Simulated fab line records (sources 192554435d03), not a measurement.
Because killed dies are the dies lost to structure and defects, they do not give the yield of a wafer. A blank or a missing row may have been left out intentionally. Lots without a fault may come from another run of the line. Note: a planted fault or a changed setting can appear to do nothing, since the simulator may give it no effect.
fab line records | flow n5Finfet
record lots=5 wafers=15 lastDay=17
route steps=1938 shown BEOL_M8@1390 BEOL_M9@1401 PASSIVATION@1936
lots with no fault: from the same line, run without faults
startH: hours from the record's opening day to when the first of the lot's shown wafers began | waitH: hours elapsed since this lot's preceding step | " the same as in the row above | L1.1+2: a single row standing in for several wafers | - value missing, or start not given | * or withheld: withheld | < > ~ a bound
route shown NAME@n: names a module that has steps shown in the file, with the first one's number in the route | usual: mean and standard deviation over wafers with no fault | same: alike in all rows | chamber/n: place in a boat | sites: the reading at each site | _std_site: how widely they spread, as a standard deviation | _edge_site: outer sites' mean less inner sites' | radiusMm: for every site, how far away it sits from the centre of the wafer | mask NAME#n: copy n | behind: the last tool/chamber to shape the wafer | hold: why the lot went on hold/how many hours it stayed there/how the hold came to an end | device: which transistor (n, p or np) failed to switch | end of line: the tests these same wafers got at the end of their route | a step given without rows: its recipe and nothing more | killed: the dies lost at the first sort to structure and to defects; this is not the yield of the wafer | map: per-die view of a wafer (x killed, . not killed, _ where there is no die)
set.NAME: the setting that was run; set.NAME@STEP: the one run at that earlier step | model.NAME: the simulator's own value behind a step, which no gauge read
certain route steps with their lots: each step a table, each wafer a row
services: the hour from which a tool's chamber was out of use, counted from the record's first day as startH (under 0 if before that day), plus the number of hours and why
## steps
# step N5_BEOL_M8_SURFACE_TREAT_79
# recipe gas=Ar timeS=* ionEnergyEv=* ionCurrentMaCm2=0.5 pressureMtorr=* arFlowSccm=30
# step N5_BEOL_M8_CVD_78
# recipe material=Co targetThkA=20 tempC=withheld precursor=CCTBA/H2 pressureTorr=30 timeS=142.3
# step N5_BEOL_M8_SPUTTER_48
# recipe material=Cu targetThkA=100 tempC=-20 biasV=60 powerW=26000 chamberPressurePa=0.13 timeS=1.667
# step N5_BEOL_M8_ECD_50
# recipe material=Cu targetThkA=3000
# step N5_BEOL_M8_ANNEAL_51
# recipe tempC=225 timeS=90 ambient=N2
# step N5_BEOL_M8_CMP_52
# recipe stopOn=SiCOH_lowk tOverpolishS=6.9 downForcePsi=1 platenRpm=50 clearingPlatenDownForcePsi=1.5 clearingPlatenRpm=50 postCmpClean=cuAlkaline targetThkNm=80 clearingPlatenPadVelocityMS=0.99484 padVelocityMS=0.99484
# step N5_BEOL_M8_PRE_CLEAN_55
# recipe gas=NH3 timeS=15 tempC=withheld rfPowerW=300
# step N5_BEOL_M8_DEP_56
# recipe material=SiCN targetThkA=100 tempC=withheld precursor=3MS/NH3 pressureTorr=3 rfW=202 timeS=17.5
# step N5_BEOL_M9_ILD_DEP_00
# recipe material=SiCOH_lowk targetThkA=3085.1 tempC=300 precursor=DEMS/porogen pressureTorr=5 rfW=500 timeS=58
# step N5_BEOL_M9_CURE_71
# recipe tempC=385 timeS=240 ambient=He/Ar material=SiCOH_lowk
# usual lampPowerPct=52.31/0.056 runLengthS=286.6/1.7 wafer_temp_C_max=386.8/0.86
# columns lot.wafer tool chamber startH waitH lampPowerPct runLengthS wafer_temp_C_max model.SiCOH_lowk_of_BEOL_M9_ILD_DEP_00.thkNm
L124.2 uvCure-01 2 262.88 1.2 - - - 303
L124.5 " 2 " " - - - 309.8
L124.6 " 2 " " - - - 309.6
L126.1 uvCure-01 2 275.38 0.0 - - - 304.8
L126.2 " 2 " " - - - 304.8
L126.4 " 2 " " - - - 308
L125.2 uvCure-03 1 279.16 0.4 - - - 303.6
L125.4 " 1 " " - - - 311.6
L125.5 " 1 " " - - - 307.6
L135.2 uvCure-01 0 321.85 0.1 52.35 284.6 387.4 268.8
L135.4 " 0 " " 52.28 284.9 387.5 272.8
L135.5 " 0 " " 52.41 284.9 386.8 266.2
L138.1 uvCure-03 1 332.49 0.6 52.31 285.7 386.3 262.2
L138.4 " 1 " " 52.35 285.6 386.9 265
L138.5 " 1 " " 52.30 286.2 386.7 266.6
# step N5_BEOL_M9_THK_MEAS_01
# recipe reads=SiCOH_lowk_of_BEOL_M9_ILD_DEP_00
# usual M9_ILD_THK=267/3.5
# columns lot.wafer tool chamber startH waitH M9_ILD_THK[nm]
L124.2 filmMetro-02 - 263.71 0.7 303
L124.5 " - " " 310
L124.6 " - " " 310
L126.1 filmMetro-02 - 275.89 0.4 305
L126.2 " - " " 305
L126.4 " - " " 308
L125.2 filmMetro-02 - 280.79 1.3 304
L125.4 " - " " 312
L125.5 " - " " 307
L135.2 filmMetro-01 - 322.29 0.4 269
L135.4 " - " " 273
L135.5 " - " " 266
L138.1 filmMetro-01 - 333.00 0.4 262
L138.4 " - " " 265
L138.5 " - " " 266
# step N5_BEOL_M9_PECVD_70
# recipe material=SiO2 targetThkA=200 tempC=400 precursor=TEOS/O2 pressureTorr=5.5 rfW=450 teosFlowSccm=53.8 gas=O2 flowSccm=3000 timeS=22.7
# step N5_BEOL_M9_HM_DEP_02
# recipe material=TiN targetThkA=200 tempC=25 chamberPressurePa=0.49996
# step N5_BEOL_M9_COAT_59
# recipe resist=SOC tempC=250 timeS=60 spinRpm=1500 resistThkNm=100
# step N5_BEOL_M9_COAT_60
# recipe resist=SiARC tempC=220 timeS=60 spinRpm=1500 resistThkNm=30
# step N5_BEOL_M9_COAT_05
# recipe resist=CAR-ArF spinRpm=1500 resistThkNm=90
# step N5_BEOL_M9_EBR_07
# recipe solvent=PGMEA ebrWidthMm=1.5
# step N5_BEOL_M9_SOFTBAKE_06
# recipe tempC=110 timeS=60 resist=CAR-ArF
# step N5_BEOL_M9_EXPOSE_08
# recipe maskId=M9 na=1.35 sourceShape=dipole sigmaInner=0.411 sigmaOuter=0.611 polarization=te doseMj=53.75
# step N5_BEOL_M9_PEB_09
# recipe pebTempC=withheld pebTimeS=60 resist=CAR-ArF
# step N5_BEOL_M9_DEVELOP_10
# recipe developTimeS=30 developer=TMAH resist=CAR-ArF rinseLiquid=diw dry=airSpin devTempC=23
# step N5_BEOL_M9_DESCUM_16
# recipe chemistry=O2 timeS=7.9 sourcePowerW=50 biasPowerW=20 pressureMtorr=20 rfFrequencyHz=2.712e+07 tempC=40 resist=CAR-ArF o2FlowSccm=225
# step N5_BEOL_M9_ETCH_61
# recipe chemistry=CF4 target=SiARC targetDepthA=390 maskMaterial=CAR-ArF timeS=65 ionEnergyEv=80 pressureMtorr=40 sourceW=545 biasW=36 Ar_flow_sccm=100 cf4FlowSccm=100 ends=cleared
# step N5_BEOL_M9_ETCH_62
# recipe chemistry=N2/H2 target=SOC targetDepthA=1100 overetchA=220 maskMaterial=SiARC tempC=40 timeS=165 ionEnergyEv=200 pressureMtorr=30 sourceW=840 biasW=150 n2FlowSccm=200 h2FlowSccm=200
# step N5_BEOL_M9_STRIP_68
# recipe chemistry=N2/H2 tempC=40 n2FlowSccm=200 h2FlowSccm=200 rfFrequencyHz=6e+07
# step N5_BEOL_M9_STRIP_67
# recipe chemistry=CF4 resist=SiARC powerW=300 biasPowerW=75 pressureMtorr=50 cf4FlowSccm=150 rfFrequencyHz=6e+07
# step N5_BEOL_M9_HM_OPEN_17
# recipe chemistry=Cl2/BCl3 targetDepthA=200 overetchA=60 target=TiN maskMaterial=SOC ionEnergyEv=150 pressureMtorr=10 icpW=1000 biasW=126 Cl2_flow_sccm=53.25 bcl3FlowSccm=21.75 Ar_flow_sccm=25
# step N5_BEOL_M9_STRIP_19
# recipe chemistry=O2 powerW=400 tempC=40 pressureMtorr=30 rfFrequencyHz=6e+07 biasPowerW=0 overashFraction=0.2 o2FlowSccm=225
# step N5_BEOL_M9_COAT_63
# recipe resist=SOC tempC=250 timeS=60 spinRpm=1500 resistThkNm=60
# step N5_BEOL_M9_COAT_64
# recipe resist=SiARC tempC=220 timeS=60 spinRpm=1500 resistThkNm=12
# step N5_BEOL_M9_COAT_75
# recipe resist=underlayer tempC=205 timeS=60 spinRpm=1500 resistThkNm=5
# step N5_BEOL_M9_COAT_22
# recipe resist=CAR-EUV spinRpm=1500 resistThkNm=30
# step N5_BEOL_M9_EBR_24
# recipe solvent=PGMEA ebrWidthMm=1.5
# step N5_BEOL_M9_SOFTBAKE_23
# recipe tempC=110 timeS=60 resist=CAR-EUV
# step N5_BEOL_M9_EXPOSE_25
# recipe maskId=V8 na=0.33 sourceShape=annular sigmaInner=0.4 sigmaOuter=0.8 polarization=unpolarized doseMj=37.25
# step N5_BEOL_M9_CMP_52
# recipe stopOn=SiCOH_lowk tOverpolishS=7 downForcePsi=1 platenRpm=50 clearingPlatenDownForcePsi=1.5 clearingPlatenRpm=50 postCmpClean=cuAlkaline targetThkNm=140 clearingPlatenPadVelocityMS=0.99484 padVelocityMS=0.99484
# usual motorCurrentA=6.1/0.53
# columns lot.wafer tool chamber startH waitH motorCurrentA model.SiCOH_lowk_of_BEOL_M9_ILD_DEP_00.thkNm
L124.2 cmp-02 0 269.15 0.3 5.1 300
L124.6 " 3 " " 6.2 306.6
L124.5 " 0 " " 5.3 306.8
L126.2 cmp-04 2 282.29 0.3 6.1 302
L126.1 " 3 " " 6.3 301.8
L126.4 " 0 " " 5.7 305
L125.4 cmp-02 1 285.32 0.2 5.4 308.6
L125.2 " 2 " " 5.9 300.6
L125.5 " 1 " " 5.4 304.6
L135.4 cmp-04 2 330.57 0.1 6.1 269.8
L135.2 " 3 " " 6.4 265.8
L135.5 " 3 " " 6.0 263.2
L138.4 cmp-04 1 339.64 0.2 5.9 262
L138.1 " 2 " " 6.0 259.2
L138.5 " 3 " " 6.7 263.6
# step N5_PASSIVATION_PROBE_49
# usual defectLimitedYield=91.6/1.4 killed_at_M0_to_M3=33/10 killed_at_M4_up=13/5.3 killedAtContacts=13/5.9 killedAtFrontEnd=36/12 killedAtOther=4/3.1 killedDies=99/16 killedOpen=65/13 killedShort=32/7.3 sort_bin_5_function=4.9/0.9 sort_bin_6_memory=3.1/0.66 sortNPass=1081/17 sortYieldPct=91.6/1.4
# same grossDies=1180 killedAtBackSide=0 sort_bin_4_leakage[%]=0 sort_bin_8_speed[%]=0
# columns lot.wafer tool chamber startH waitH defectLimitedYield[%] killed_at_M0_to_M3 killed_at_M4_up killedAtContacts killedAtFrontEnd killedAtOther killedDies killedOpen killedShort sort_bin_5_function[%] sort_bin_6_memory[%] sortNPass sortYieldPct[%]
L126.1 prober-02 - 335.16 0.0 89.5 35 8 8 68 5 124 64 36 5.1 3.1 1056 89.5
L126.2 prober-02 - 335.21 0.1 92.0 35 11 13 33 2 94 61 33 4.2 3.5 1086 92.0
L126.4 prober-02 - 335.31 0.2 92.6 31 15 11 27 3 87 53 33 4.2 3.0 1093 92.6
L125.2 prober-01 - 336.60 0.1 91.6 51 14 12 22 0 99 68 31 4.9 3.3 1081 91.6
L125.4 prober-01 - 336.70 0.2 92.6 30 12 11 33 1 87 50 36 4.3 2.7 1093 92.6
L125.5 prober-01 - 336.75 0.2 91.5 41 16 17 26 0 100 71 27 4.8 3.4 1080 91.5
L135.2 prober-02 - 391.42 0.1 95.0 21 5 2 30 1 59 46 12 3.1 1.8 1121 95.0
L135.4 prober-02 - 391.52 0.2 92.0 33 3 18 36 4 94 58 36 4.7 3.1 1086 92.0
L135.5 prober-02 - 391.57 0.2 91.4 31 8 19 39 4 101 57 39 4.7 3.3 1079 91.4
L138.1 prober-01 - 404.28 0.0 93.4 24 12 5 33 4 78 53 22 3.5 2.9 1102 93.4
L138.4 prober-01 - 404.43 0.2 93.6 24 9 7 27 8 75 46 27 3.7 2.5 1105 93.6
L138.5 prober-01 - 404.48 0.2 94.0 27 9 8 20 7 71 45 22 3.1 2.7 1109 94.0
# killed by level:class
L126.1 HKMG_FIN:areaEtch=23 FIN_SAQP:geometricParticle:open=12 FIN_SAQP:geometricParticle:short=11 BEOL_M0_SAQP:geometricParticle:short=9 BEOL_M0_SAQP:geometricParticle:open=9 STI_FIN_REVEAL:geometricParticle:open=6 MOL_CONTACT_COAG:geometricParticle:open=6 BEOL_M2:geometricParticle:open=5
L126.2 BEOL_M0_SAQP:geometricParticle:open=10 MOL_CONTACT_COAG:geometricParticle:open=10 BEOL_M2:geometricParticle:open=8 BEOL_M1:geometricParticle:short=6 STARTING-WAFER:geometricParticle:open=6 FIN_SAQP:geometricParticle:short=5 FIN_SAQP:geometricParticle:open=5 BEOL_M2:geometricParticle:short=4
L126.4 MOL_CONTACT_COAG:geometricParticle:open=7 GATE_CUT:geometricParticle:short=6 BEOL_M1:geometricParticle:open=6 BEOL_M3:geometricParticle:open=6 FIN_SAQP:geometricParticle:short=5 BEOL_M4:geometricParticle:open=5 FIN_SAQP:geometricParticle:open=4 STI_FIN_REVEAL:geometricParticle:open=4
L125.2 BEOL_M2:geometricParticle:open=20 MOL_CONTACT_COAG:geometricParticle:open=12 BEOL_M0_SAQP:geometricParticle:short=12 FIN_SAQP:geometricParticle:short=9 BEOL_M0_SAQP:geometricParticle:open=9 BEOL_M4:geometricParticle:open=8 FIN_SAQP:geometricParticle:open=6 BEOL_M3:geometricParticle:open=3
L125.4 FIN_SAQP:geometricParticle:short=10 MOL_CONTACT_COAG:geometricParticle:open=8 BEOL_M2:geometricParticle:open=8 FIN_SAQP:geometricParticle:open=7 BEOL_M0_SAQP:geometricParticle:short=6 BEOL_M0_SAQP:geometricParticle:open=6 GATE_CUT:geometricParticle:short=4 BEOL_M5:geometricParticle:open=4
L125.5 MOL_CONTACT_COAG:geometricParticle:open=13 BEOL_M2:geometricParticle:open=12 BEOL_M4:geometricParticle:open=10 BEOL_M0_SAQP:geometricParticle:open=9 BEOL_M0_SAQP:geometricParticle:short=8 FIN_SAQP:geometricParticle:short=6 BEOL_M1:geometricParticle:open=6 FIN_SAQP:geometricParticle:open=5
L135.2 STI_FIN_REVEAL:geometricParticle:open=12 FIN_SAQP:geometricParticle:open=6 BEOL_M1:geometricParticle:open=6 BEOL_M0_SAQP:geometricParticle:open=5 BEOL_M3:geometricParticle:open=4 FIN_SAQP:geometricParticle:short=3 BEOL_M2:geometricParticle:open=3 STARTING-WAFER:geometricParticle:open=3
L135.4 MOL_CONTACT_COAG:geometricParticle:open=12 BEOL_M3:geometricParticle:open=9 GATE_CUT:geometricParticle:short=6 MOL_CONTACT_COAG:geometricParticle:short=6 BEOL_M0_SAQP:geometricParticle:open=6 BEOL_M1:geometricParticle:open=6 FIN_SAQP:geometricParticle:short=5 STI_FIN_REVEAL:geometricParticle:open=5
L135.5 MOL_CONTACT_COAG:geometricParticle:open=13 STI_FIN_REVEAL:geometricParticle:open=11 BEOL_M1:geometricParticle:open=9 BEOL_M0_SAQP:geometricParticle:short=7 FIN_SAQP:geometricParticle:short=6 MOL_CONTACT_COAG:geometricParticle:short=6 BEOL_M0_SAQP:geometricParticle:open=6 BEOL_M3:geometricParticle:short=5
L138.1 DUMMY_GATE:geometricParticle:open=10 BEOL_M5:geometricParticle:open=7 BEOL_M1:geometricParticle:open=6 BEOL_M3:geometricParticle:open=6 GATE_CUT:geometricParticle:short=5 FIN_SAQP:geometricParticle:open=4 DUMMY_GATE:geometricParticle:short=4 MOL_CONTACT_COAG:geometricParticle:open=4
L138.4 MOL_CONTACT_COAG:geometricParticle:open=7 BEOL_M3:geometricParticle:open=7 BEOL_M0_SAQP:geometricParticle:open=6 ILD0:geometricParticle:short=4 MIM_BOT:geometricParticle:open=4 STARTING-WAFER:geometricParticle:open=4 GATE_CUT:geometricParticle:short=3 BEOL_M0_SAQP:geometricParticle:short=3
L138.5 MOL_CONTACT_COAG:geometricParticle:open=7 BEOL_M1:geometricParticle:open=7 GATE_CUT:geometricParticle:open=6 BEOL_M3:geometricParticle:open=6 BEOL_M0_SAQP:geometricParticle:short=5 MIM_BOT:geometricParticle:short=5 GATE_CUT:geometricParticle:short=3 BEOL_M0_SAQP:geometricParticle:open=3
## services
# columns tool chamber startH hours kind
cmp-04 - 314.51 2.5 repair
cmp-02 - 326.12 3.4 repair
uvCure-01 - 329.99 7.1 pm
## key
firstSign step=N5_BEOL_M9_CURE_71 reading=toolRecord direction=missing
effect step=N5_BEOL_M9_THK_MEAS_01 reading=M9_ILD_THK direction=up sigmas=11 usual=267 struck=307
modelEffect step=N5_BEOL_M9_CURE_71 value=SiCOH_lowk_of_BEOL_M9_ILD_DEP_00.thkNm without=266.6 struck=307
modelEffect step=N5_BEOL_M9_CMP_52 value=SiCOH_lowk_of_BEOL_M9_ILD_DEP_00.thkNm without=263.6 struck=304
metAt N5_BEOL_M9_CURE_71
struckWafers L124.2,L124.5,L124.6,L125.2,L125.4,L125.5,L126.1,L126.2,L126.4
baselineLoss step=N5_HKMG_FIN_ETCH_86 wafers=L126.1
fault kind=skippedStepWhole tool=uvCure-01,uvCure-03 chamber=- onsetH=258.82 steps=N5_BEOL_M9_CURE_71 scope=struckLotsOnly
# baselineLoss: these wafers lose ten dies or more at that step, a loss of the line's own and not of a fault; the sort's usual values leave them out
